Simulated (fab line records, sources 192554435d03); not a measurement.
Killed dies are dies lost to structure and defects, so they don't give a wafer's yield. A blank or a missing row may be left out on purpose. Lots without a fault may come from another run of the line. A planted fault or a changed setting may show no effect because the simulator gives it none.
fab line records | flow n5_finfet
record lots=7 wafers=21
route steps=1938 shown HKMG_FIN@402 GATE_CUT@480 MOL_CONTACT_COAG@537 BEOL_M0_SAQP@643 BEOL_M1@783 BEOL_M3@980 BEOL_M4@1023
start_h: hours from the record's first day to the start of the lot's first wafer shown | wait_h: hours since the lot's step before | " the same as in the row above | L1.1+2: a row that stands for several wafers | - no value, or no start given | * or withheld: withheld | < > ~ a bound
route shown NAME@n: a module of which the file shows steps, and the number in the route of the first | usual: mean/standard deviation of fault-free wafers | same: alike in all rows | chamber/n: place in a boat | sites: the reading at each site | _std_site: their standard deviation | _edge_site: outer sites' mean less inner sites' | radius_mm: how far each site lies from the wafer's centre | mask NAME#n: copy n | behind: the tool/chamber that last shaped the wafer | hold: why the lot was held/for how many hours/how that ended | device: the transistor (n, p or np) that didn't switch | end of line: the same wafers' tests at the end of the route | a step without rows: its recipe alone | killed: dies lost to structure and defects at the first sort, not the wafer's yield | map: a wafer's dies, x killed, . not, _ none there
set.NAME: the setting as run; set.NAME@STEP: as run at that earlier step | model.NAME: the simulator's own value behind a step, which no gauge read
lots whose settings were changed on purpose; a table a step, a row a wafer
## steps
# step N5_HKMG_FIN_ETCH_54
# recipe chemistry=CF4 target=SiARC target_depth_a=455 mask_material=CAR-ArF time_s=75.8 ion_energy_ev=80 pressure_mtorr=40 source_w=545 bias_w=36 Ar_flow_sccm=100 cf4_flow_sccm=100 ends=cleared
# usual etch_rf_on_time_s=76.5/1.4
# columns lot.wafer tool chamber start_h wait_h set.source_w etch_rf_on_time_s
L079.4 rie_diel-04 3 103.05 0.0 545 74.8
L079.5 " 3 " " 545 74.9
L079.6 " 2 " " 545 77.8
L080.3 rie_diel-04 3 106.97 0.0 545 75.5
L080.4 " 1 " " 633.8 64.8
L080.5 " 3 " " 633.8 65.7
L081.1 rie_diel-05 0 116.07 0.0 545 76.1
L081.2 " 3 " " 545 75.5
L081.4 " 1 " " 545 77.9
L084.2 rie_diel-04 3 139.39 0.0 545 75.2
L084.3 " 1 " " 545 73.9
L084.5 " 1 " " 545 73.7
L085.2 rie_diel-04 3 143.59 0.0 545 75.8
L085.5 " 3 " " 545 75.3
L085.6 " 0 " " 545 74.8
L090.1 rie_diel-04 0 166.68 0.0 633.6 65.5
L090.2 " 2 " " 633.6 68.7
L090.5 " 0 " " 633.6 65.8
L092.1 rie_diel-04 0 187.23 0.0 574.8 71.4
L092.3 " 3 " " 545 75.5
L092.5 " 1 " " 574.8 71.1
# step N5_GATE_CUT_COAT_27
# recipe resist=underlayer temp_c=205 time_s=60 spin_rpm=1500 resist_thk_nm=10
# columns lot.wafer tool chamber start_h wait_h set.spin_rpm model.underlayer_of_GATE_CUT_COAT_27.thk_nm
L079.4+5+6 litho_track-04 0 - - 1500 10
L080.3+5 litho_track-04 0 - - 1500 10
L080.4 " 0 " " 1383 10.4
L081.1+2+4 litho_track-02 0 - - 1370 10.4
L084.2+5 litho_track-04 0 - - 1640 9.6
L084.3 " 0 " " 1500 10
L085.2+5+6 litho_track-03 0 - - 1500 10
L090.1 litho_track-02 0 - - 1500 10
L090.2+5 " 0 " " 1624 9.6
L092.1+3 litho_track-03 0 - - 1598 9.6
L092.5 " 0 " " 1500 10
# step N5_GATE_CUT_DESCUM_18
# recipe chemistry=O2 time_s=7 source_power_w=50 bias_power_w=20 pressure_mtorr=20 rf_frequency_hz=2.712e+07 temp_c=40 resist=CAR-EUV o2_flow_sccm=225
# columns lot.wafer tool chamber start_h wait_h set.time_s model.CAR-EUV_of_GATE_CUT_COAT_07.thk_nm
L079.4+5+6 rie_diel-02 3,0,3 115.06 0.0 7 26
L080.3 rie_diel-03 2 118.77 0.0 7.831 25.8
L080.4+5 " 3,2 " " 7 26.2
L081.1 rie_diel-06 3 128.08 0.0 7 26
L081.2 " 1 " " 6.269 26.6
L081.4 " 0 " " 7 26.2
L084.2 rie_diel-02 3 151.29 0.0 5.641 26.8
L084.3 " 2 " " 5.641 27
L084.5 " 0 " " 7 26.2
L085.2+6 rie_diel-06 0,2 155.64 0.0 7 26.2
L085.5 " 3 " " 5.659 26.6
L090.1+2+5 rie_diel-02 0,1,1 178.42 0.1 7 26.2
L092.1 rie_diel-02 2 199.92 0.0 7 26.2
L092.3 " 3 " " 5.611 26.8
L092.5 " 0 " " 7 26
# step N5_GATE_CUT_ETCH_28
# recipe chemistry=N2/H2 target=underlayer target_depth_a=130 mask_material=CAR-EUV time_s=10.4 ion_energy_ev=200 pressure_mtorr=30 source_w=840 bias_w=150 n2_flow_sccm=200 h2_flow_sccm=200 ends=cleared
# columns lot.wafer tool chamber start_h wait_h set.spin_rpm@GATE_CUT_COAT_27 model.etch.depth_nm
L079.4 rie_diel-02 3 115.09 0.0 1500 10.02
L079.5 " 0 " " 1500 10.01
L079.6 " 3 " " 1500 10.05
L080.3 rie_diel-03 2 118.80 0.0 1500 10.05
L080.4 " 3 " " 1383 10.45
L080.5 " 2 " " 1500 10.04
L081.1 rie_diel-06 3 128.11 0.0 1370 10.48
L081.2 " 1 " " 1370 10.44
L081.4 " 0 " " 1370 10.45
L084.2 rie_diel-02 3 151.33 0.0 1640 9.627
L084.3 " 2 " " 1500 10.02
L084.5 " 0 " " 1640 9.585
L085.2 rie_diel-06 0 155.68 0.0 1500 10.01
L085.5 " 3 " " 1500 9.992
L085.6 " 2 " " 1500 9.987
L090.1 rie_diel-02 0 178.46 0.0 1500 10.02
L090.2 " 1 " " 1624 9.609
L090.5 " 1 " " 1624 9.638
L092.1 rie_diel-02 2 199.95 0.0 1598 9.693
L092.3 " 3 " " 1598 9.676
L092.5 " 0 " " 1500 9.975
# step N5_MOL_CONTACT_COAG_ETCH_15
# recipe chemistry=CH3F/O2 target=SiNx target_depth_a=70 mask_material=SOC stop_on=Si:P over_etch_frac=0.75 ion_energy_ev=120 pressure_mtorr=30 source_w=395 bias_w=73 Ar_flow_sccm=150 CH3F_flow_sccm=30 O2_flow_sccm=20
# usual rf_vpp_V=301/4.8
# columns lot.wafer tool chamber start_h wait_h set.source_w rf_vpp_V
L079.4 rie_diel-01 2 119.40 0.0 395 305
L079.5 " 3 " " 395 300
L079.6 " 2 " " 395 304
L080.3 rie_diel-05 0 124.25 0.0 350.7 316
L080.4 " 1 " " 395 302
L080.5 " 0 " " 350.7 316
L081.1 rie_diel-04 1 135.14 0.0 395 294
L081.2 " 0 " " 395 300
L081.4 " 3 " " 395 302
L084.2 rie_diel-04 0 155.42 0.0 395 301
L084.3 " 3 " " 395 304
L084.5 " 3 " " 451.2 285
L085.2 rie_diel-04 3 159.91 0.0 395 303
L085.5 " 2 " " 395 299
L085.6 " 0 " " 395 300
L090.1 rie_diel-05 1 183.23 0.0 395 302
L090.2 " 3 " " 443.6 279
L090.5 " 0 " " 395 300
L092.1 rie_diel-04 0 204.16 0.0 395 300
L092.3 " 1 " " 341.1 314
L092.5 " 0 " " 341.1 320
# step N5_MOL_CONTACT_COAG_ETCH_91
# recipe chemistry=N2/H2 target=SOC target_depth_a=600 overetch_a=210 mask_material=SiARC temp_c=40 time_s=101.2 ion_energy_ev=200 pressure_mtorr=30 source_w=840 bias_w=150 n2_flow_sccm=200 h2_flow_sccm=200
# columns lot.wafer tool chamber start_h wait_h set.time_s model.SiARC_of_MOL_CONTACT_COAG_COAT_76.thk_nm
L079.4+5 rie_diel-05 1,3 132.72 0.0 101.2 6
L079.6 " 0 " " 101.2 5.8
L080.3 rie_diel-05 1 137.46 0.0 101.2 6
L080.4 " 2 " " 101.2 5.8
L080.5 " 3 " " 112.6 5.4
L081.1+4 rie_diel-05 1 143.75 0.0 116.4 5.4
L081.2 " 2 " " 101.2 5.8
L084.2 rie_diel-04 0 166.19 0.0 101.2 5.8
L084.3 " 2 " " 101.2 6
L084.5 " 2 " " 114.1 5.4
L085.2+6 rie_diel-04 0 169.04 0.0 101.2 5.8
L085.5 " 2 " " 101.2 6
L090.1+5 rie_diel-05 1,3 198.51 0.0 82.66 6.8
L090.2 " 0 " " 101.2 6
L092.1 rie_diel-01 0 215.85 0.0 122.7 5
L092.3+5 " 1 " " 101.2 5.8
# step N5_BEOL_M0_SAQP_COAT_08
# recipe resist=CAR-ArF spin_rpm=1500 resist_thk_nm=90
# columns lot.wafer tool chamber start_h wait_h set.spin_rpm model.CAR-ArF_of_BEOL_M0_SAQP_COAT_08.thk_nm
L079.4 litho_track-05 0 - - 1500 89.4
L079.5 " 0 " " 1500 89.2
L079.6 " 0 " " 1500 89.6
L080.3+5 litho_track-04 0 - - 1500 89.8
L080.4 " 0 " " 1551 88.4
L081.1 litho_track-05 0 - - 1500 89.6
L081.2+4 " 0 " " 1401 92.8
L084.2+5 litho_track-05 0 - - 1500 90.2
L084.3 " 0 " " 1376 94
L085.2 litho_track-03 0 - - 1500 90
L085.5+6 " 0 " " 1619 86.4
L090.1+5 litho_track-04 0 - - 1500 90.4
L090.2 " 0 " " 1500 90.6
L092.1 litho_track-03 0 - - 1500 90
L092.3 " 0 " " 1555 88.6
L092.5 " 0 " " 1555 88.4
# step N5_BEOL_M0_SAQP_PEB_12
# recipe peb_temp_c=withheld peb_time_s=60 resist=CAR-ArF
# columns lot.wafer tool chamber start_h wait_h set.peb_time_s
L079.4+5+6 litho_track-03 0 143.80 0.0 60
L080.3+4+5 litho_track-05 0 147.22 0.0 60
L081.1 litho_track-05 0 150.42 0.1 54.78
L081.2+4 " 0 " " 60
L084.2+3 litho_track-05 0 177.66 0.0 71.39
L084.5 " 0 " " 60
L085.2 litho_track-05 0 177.92 0.0 56.43
L085.5+6 " 0 " " 60
L090.1 litho_track-04 0 209.03 0.1 60
L090.2+5 " 0 " " 69.53
L092.1+5 litho_track-05 0 224.23 0.1 52.18
L092.3 " 0 " " 60
# step N5_BEOL_M0_SAQP_DEVELOP_13
# recipe develop_time_s=30 developer=TMAH resist=CAR-ArF dev_temp_c=23 rinse_liquid=diw dry=air_spin
# columns lot.wafer tool chamber start_h wait_h set.spin_rpm@BEOL_M0_SAQP_COAT_08 model.CAR-ArF_of_BEOL_M0_SAQP_COAT_08.thk_nm
L079.4+6 litho_track-03 0 - - 1500 87.8
L079.5 " 0 " " 1500 87.6
L080.3+5 litho_track-05 0 - - 1500 88.2
L080.4 " 0 " " 1551 86.6
L081.1 litho_track-05 0 - - 1500 88
L081.2 " 0 " " 1401 91
L081.4 " 0 " " 1401 91.2
L084.2 litho_track-05 0 - - 1500 88.4
L084.3 " 0 " " 1376 92.4
L084.5 " 0 " " 1500 88.6
L085.2 litho_track-05 0 - - 1500 88.2
L085.5+6 " 0 " " 1619 84.8
L090.1+5 litho_track-04 0 - - 1500 88.6
L090.2 " 0 " " 1500 88.8
L092.1 litho_track-05 0 - - 1500 88.2
L092.3+5 " 0 " " 1555 86.8
# step N5_BEOL_M0_SAQP_CD_MEAS_14
# recipe target_cd_nm=42.5 landing_energy_ev=500 detector=se_inlens
# usual cd_nm=42.4/0.38
# columns lot.wafer tool chamber start_h wait_h set.peb_time_s@BEOL_M0_SAQP_PEB_12 cd_nm
L079.4 cd_sem-02 0 143.86 - 60 42.3
L079.5 " 0 " " 60 42.2
L079.6 " 0 " " 60 42.4
L080.3 cd_sem-03 0 147.29 - 60 42.3
L080.4 " 0 " " 60 43.0
L080.5 " 0 " " 60 42.1
L081.1 cd_sem-01 0 150.49 - 54.78 44.1
L081.2 " 0 " " 60 42.8
L081.4 " 0 " " 60 43.2
L084.2 cd_sem-02 0 177.73 - 71.39 40.6
L084.3 " 0 " " 71.39 40.3
L084.5 " 0 " " 60 42.6
L085.2 cd_sem-02 0 177.99 - 56.43 42.3
L085.5 " 0 " " 60 41.9
L085.6 " 0 " " 60 42.3
L090.1 cd_sem-01 0 209.10 - 60 42.7
L090.2 " 0 " " 69.53 41.0
L090.5 " 0 " " 69.53 40.0
L092.1 cd_sem-03 0 224.30 - 52.18 45.1
L092.3 " 0 " " 60 42.7
L092.5 " 0 " " 52.18 44.7
# step N5_BEOL_M0_SAQP_DESCUM_19
# recipe chemistry=O2 time_s=7.9 source_power_w=50 bias_power_w=20 pressure_mtorr=20 rf_frequency_hz=2.712e+07 temp_c=40 resist=CAR-ArF o2_flow_sccm=225
# columns lot.wafer tool chamber start_h wait_h set.spin_rpm@BEOL_M0_SAQP_COAT_08 model.CAR-ArF_of_BEOL_M0_SAQP_COAT_08.thk_nm
L079.4+6 rie_diel-02 1,2 143.95 0.0 1500 83
L079.5 " 1 " " 1500 82.6
L080.3+5 rie_diel-06 0,1 147.38 0.0 1500 83.4
L080.4 " 3 " " 1551 81.6
L081.1 rie_diel-03 2 150.61 0.1 1500 83
L081.2 " 1 " " 1401 86.2
L081.4 " 0 " " 1401 86.4
L084.2 rie_diel-02 0 177.98 0.2 1500 83.6
L084.3 " 2 " " 1376 87.6
L084.5 " 2 " " 1500 83.8
L085.2 rie_diel-06 0 178.20 0.2 1500 83.4
L085.5 " 2 " " 1619 80
L085.6 " 3 " " 1619 79.8
L090.1 rie_diel-03 3 209.18 0.0 1500 83.8
L090.2 " 0 " " 1500 84.2
L090.5 " 0 " " 1500 84
L092.1 rie_diel-03 3 224.39 0.0 1500 83.4
L092.3 " 0 " " 1555 82.2
L092.5 " 3 " " 1555 81.8
# step N5_BEOL_M1_EXPOSE_25
# recipe mask_id=V0 na=0.33 source_shape=quasar sigma_inner=0.2 sigma_outer=0.8 polarization=unpolarized defocus_nm=5 target_cd_nm=24 dose_mj=63
# columns lot.wafer tool chamber start_h wait_h mask set.dose_mj
L079.4+5+6 euv_scanner-01 0 162.16 - V0#0 63
L080.3+4 euv_scanner-01 0 167.47 - V0#0 59.35
L080.5 " 0 " " V0#0 63
L081.1+2+4 euv_scanner-02 0 167.72 - V0#0 63
L084.2 euv_scanner-01 0 194.70 - V0#0 63
L084.3+5 " 0 " " V0#0 66.23
L085.2+6 euv_scanner-01 0 199.37 - V0#0 63
L085.5 " 0 " " V0#0 66.17
L090.1 euv_scanner-01 0 224.59 - V0#0 63
L090.2+5 " 0 " " V0#0 61.43
L092.1+3+5 euv_scanner-01 0 237.41 - V0#0 63
# step N5_BEOL_M1_PEB_26
# recipe peb_temp_c=100 peb_time_s=60 resist=CAR-EUV
# step N5_BEOL_M1_DEVELOP_27
# recipe develop_time_s=30 developer=TMAH resist=CAR-EUV rinse_liquid=surfactant_rinse dry=air_spin dev_temp_c=23
# step N5_BEOL_M1_CD_MEAS_28
# recipe landing_energy_ev=500 detector=se_inlens target_cd_y_nm=23.3
# usual cd_nm=23.96/0.25
# columns lot.wafer tool chamber start_h wait_h set.dose_mj@BEOL_M1_EXPOSE_25 cd_nm
L079.4 cd_sem-01 0 162.28 - 63 24.22
L079.5 " 0 " " 63 23.90
L079.6 " 0 " " 63 23.65
L080.3 cd_sem-03 0 167.60 - 59.35 23.00
L080.4 " 0 " " 59.35 23.14
L080.5 " 0 " " 63 23.95
L081.1 cd_sem-01 0 167.87 - 63 24.14
L081.2 " 0 " " 63 24.20
L081.4 " 0 " " 63 24.42
L084.2 cd_sem-03 0 194.84 - 63 23.99
L084.3 " 0 " " 66.23 25.29
L084.5 " 0 " " 66.23 25.26
L085.2 cd_sem-01 0 199.51 - 63 23.93
L085.5 " 0 " " 66.17 24.51
L085.6 " 0 " " 63 23.44
L090.1 cd_sem-02 0 224.73 - 63 23.74
L090.2 " 0 " " 61.43 23.26
L090.5 " 0 " " 61.43 23.07
L092.1 cd_sem-01 0 237.56 - 63 23.78
L092.3 " 0 " " 63 23.88
L092.5 " 0 " " 63 23.56
# step N5_BEOL_M3_TRENCH_ETCH_37
# recipe chemistry=C4F6/O2 target_depth_a=555.55 target=SiOC time_s=29.2 ion_energy_ev=250 pressure_mtorr=30 source_w=355 bias_w=185 Ar_flow_sccm=300 C4F6_flow_sccm=10 O2_flow_sccm=10
# columns lot.wafer tool chamber start_h wait_h set.time_s model.etch.depth_nm model.BEOL_M3.feature_depth_nm
L080.3 rie_diel-02 3 - - 29.2 56.45 56.4
L080.4 " 1 " " 29.2 56.62 56.6
L080.5 " 2 " " 29.2 54.21 54.2
L079.4 rie_diel-03 1 - - 29.2 53.56 53.6
L079.5 " 0 " " 29.2 54.77 54.8
L079.6 " 3 " " 29.2 54.74 54.8
L081.1 rie_diel-02 2 - - 29.2 55.25 55.2
L081.2 " 0 " " 29.2 54.97 55
L081.4 " 3 " " 29.2 57.18 57.2
L084.2 rie_diel-02 0 - - 29.2 54.15 54.2
L084.3 " 1 " " 29.2 56.24 56.2
L084.5 " 0 " " 29.2 53.83 53.8
L085.2 rie_diel-03 0 - - 29.2 54.61 54.6
L085.5 " 2 " " 27.54 52.9 53
L085.6 " 3 " " 29.2 55.28 55.2
L090.1 rie_diel-03 2 - - 25.51 48.75 48.8
L090.2 " 0 " " 29.2 54.79 54.8
L090.5 " 2 " " 25.51 49.07 49
L092.1 rie_diel-06 2 - - 29.2 56.09 56
L092.3 " 1 " " 33.47 61.8 61.8
L092.5 " 0 " " 29.2 55.09 55
# step N5_BEOL_M3_ETCH_41
# recipe chemistry=CH3F/O2 target=SiCN target_depth_a=299 taper_deg=2 time_s=52.5 ion_energy_ev=120 mask_material=TiN pressure_mtorr=30 source_w=395 bias_w=75 Ar_flow_sccm=150 CH3F_flow_sccm=30 O2_flow_sccm=20
# columns lot.wafer tool chamber start_h wait_h set.target_depth_a model.etch.depth_nm
L080.3 rie_diel-02 3 - - 299 20.21
L080.4 " 1 " " 312.1 21.02
L080.5 " 2 " " 312.1 20.22
L079.4 rie_diel-03 1 - - 299 19.13
L079.5 " 0 " " 299 19.4
L079.6 " 3 " " 299 19.58
L081.1 rie_diel-02 2 - - 317.7 20.56
L081.2 " 0 " " 299 19.37
L081.4 " 3 " " 299 20.07
L084.2 rie_diel-02 0 - - 299 19.55
L084.3 " 1 " " 299 20.24
L084.5 " 0 " " 265.9 17.44
L085.2 rie_diel-03 0 - - 299 19.33
L085.5 " 2 " " 299 19.96
L085.6 " 3 " " 314.9 20.74
L090.1 rie_diel-03 2 - - 299 20.07
L090.2 " 0 " " 299 19.35
L090.5 " 2 " " 283.5 18.71
L092.1 rie_diel-06 2 - - 332 22.2
L092.3 " 1 " " 332 21.48
L092.5 " 0 " " 299 19.55
# step N5_BEOL_M3_STRIP_97
# recipe chemistry=N2/H2 time_s=10 power_w=450 temp_c=40 pressure_mtorr=20 rf_frequency_hz=6e+07 bias_power_w=7 n2_flow_sccm=200 h2_flow_sccm=200
# step N5_BEOL_M3_OCD_MEAS_38
# usual trench_depth_nm=55.2/1.1
# columns lot.wafer tool chamber start_h wait_h set.time_s@BEOL_M3_TRENCH_ETCH_37 trench_depth_nm
L080.3 ocd-01 - 194.45 - 29.2 56.4
L080.4 " - " " 29.2 57.0
L080.5 " - " " 29.2 53.9
L079.4 ocd-02 - 194.48 - 29.2 53.3
L079.5 " - " " 29.2 54.6
L079.6 " - " " 29.2 54.4
L081.1 ocd-02 - 197.44 - 29.2 55.4
L081.2 " - " " 29.2 54.5
L081.4 " - " " 29.2 57.3
L084.2 ocd-02 - 235.73 - 29.2 53.8
L084.3 " - " " 29.2 56.2
L084.5 " - " " 29.2 53.7
L085.2 ocd-01 - 239.00 - 29.2 55.2
L085.5 " - " " 27.54 52.9
L085.6 " - " " 29.2 55.5
L090.1 ocd-02 - 248.72 - 25.51 48.8
L090.2 " - " " 29.2 54.8
L090.5 " - " " 25.51 48.7
L092.1 ocd-02 - 268.66 - 29.2 55.8
L092.3 " - " " 33.47 62.1
L092.5 " - " " 29.2 55.1
# step N5_BEOL_M4_PECVD_72
# recipe material=SiO2 target_thk_a=160 temp_c=400 precursor=TEOS/O2 pressure_torr=5.5 rf_w=450 teos_flow_sccm=53.8 gas=O2 flow_sccm=3000 time_s=18
# columns lot.wafer tool chamber start_h wait_h set.time_s model.SiO2_of_BEOL_M4_PECVD_72.thk_nm
L080.3+4+5 pecvd-01 1,1,0 198.41 0.0 18 16.2
L079.4+6 pecvd-04 1,0 199.01 0.1 18 16.4
L079.5 " 2 " " 18 16
L081.1 pecvd-01 2 201.63 0.0 18 16
L081.2 " 0 " " 18 15.8
L081.4 " 2 " " 16.39 15
L084.2 pecvd-04 0 240.46 0.0 18 16
L084.3 " 2 " " 19.03 16.8
L084.5 " 2 " " 19.03 17
L085.2 pecvd-01 1 245.48 0.0 18 16
L085.5 " 0 " " 18 16.2
L085.6 " 2 " " 18 16.4
L090.1 pecvd-01 0 253.23 0.0 15.8 14.4
L090.2 " 2 " " 15.8 14
L090.5 " 0 " " 18 16.4
L092.1 pecvd-01 2 273.52 0.0 16.58 14.6
L092.3 " 1 " " 18 15.8
L092.5 " 2 " " 16.58 15
## key
split step=N5_HKMG_FIN_ETCH_54 setting=source_w stated=545 by=wafer
response step=N5_HKMG_FIN_ETCH_54 reading=etch_rf_on_time_s change=* per=1% r=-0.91
split step=N5_GATE_CUT_COAT_27 setting=spin_rpm stated=1500 by=wafer
response step=N5_GATE_CUT_COAT_27 reading=model.underlayer_of_GATE_CUT_COAT_27.thk_nm change=-0.0493 per=1% r=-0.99
response step=N5_GATE_CUT_ETCH_28 reading=model.etch.depth_nm change=-0.047 per=1% r=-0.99
split step=N5_GATE_CUT_DESCUM_18 setting=time_s stated=7 by=wafer
response step=N5_GATE_CUT_DESCUM_18 reading=model.CAR-EUV_of_GATE_CUT_COAT_07.thk_nm change=-0.0325 per=1% r=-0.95
split step=N5_MOL_CONTACT_COAG_ETCH_15 setting=source_w stated=395 by=wafer
response step=N5_MOL_CONTACT_COAG_ETCH_15 reading=rf_vpp_V change=-1.34 per=1% r=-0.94
split step=N5_MOL_CONTACT_COAG_ETCH_91 setting=time_s stated=101.2 by=wafer
response step=N5_MOL_CONTACT_COAG_ETCH_91 reading=model.SiARC_of_MOL_CONTACT_COAG_COAT_76.thk_nm change=-0.0381 per=1% r=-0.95
split step=N5_BEOL_M0_SAQP_COAT_08 setting=spin_rpm stated=1500 by=wafer
response step=N5_BEOL_M0_SAQP_COAT_08 reading=model.CAR-ArF_of_BEOL_M0_SAQP_COAT_08.thk_nm change=-0.457 per=1% r=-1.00
response step=N5_BEOL_M0_SAQP_DEVELOP_13 reading=model.CAR-ArF_of_BEOL_M0_SAQP_COAT_08.thk_nm change=-0.452 per=1% r=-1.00
response step=N5_BEOL_M0_SAQP_DESCUM_19 reading=model.CAR-ArF_of_BEOL_M0_SAQP_COAT_08.thk_nm change=-0.466 per=1% r=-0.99
split step=N5_BEOL_M0_SAQP_PEB_12 setting=peb_time_s stated=60 by=wafer
response step=N5_BEOL_M0_SAQP_CD_MEAS_14 reading=cd_nm change=-0.129 per=1% r=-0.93
split step=N5_BEOL_M1_EXPOSE_25 setting=dose_mj stated=63 by=wafer
response step=N5_BEOL_M1_CD_MEAS_28 reading=cd_nm change=+0.189 per=1% r=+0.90
split step=N5_BEOL_M3_TRENCH_ETCH_37 setting=time_s stated=29.2 by=wafer
response step=N5_BEOL_M3_TRENCH_ETCH_37 reading=model.etch.depth_nm change=+0.436 per=1% r=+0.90
response step=N5_BEOL_M3_TRENCH_ETCH_37 reading=model.BEOL_M3.feature_depth_nm change=+0.437 per=1% r=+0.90
response step=N5_BEOL_M3_OCD_MEAS_38 reading=trench_depth_nm change=+0.461 per=1% r=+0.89
split step=N5_BEOL_M3_ETCH_41 setting=target_depth_a stated=299 by=wafer
response step=N5_BEOL_M3_ETCH_41 reading=model.etch.depth_nm change=+0.197 per=1% r=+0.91
split step=N5_BEOL_M4_PECVD_72 setting=time_s stated=18 by=wafer
response step=N5_BEOL_M4_PECVD_72 reading=model.SiO2_of_BEOL_M4_PECVD_72.thk_nm change=+0.148 per=1% r=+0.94
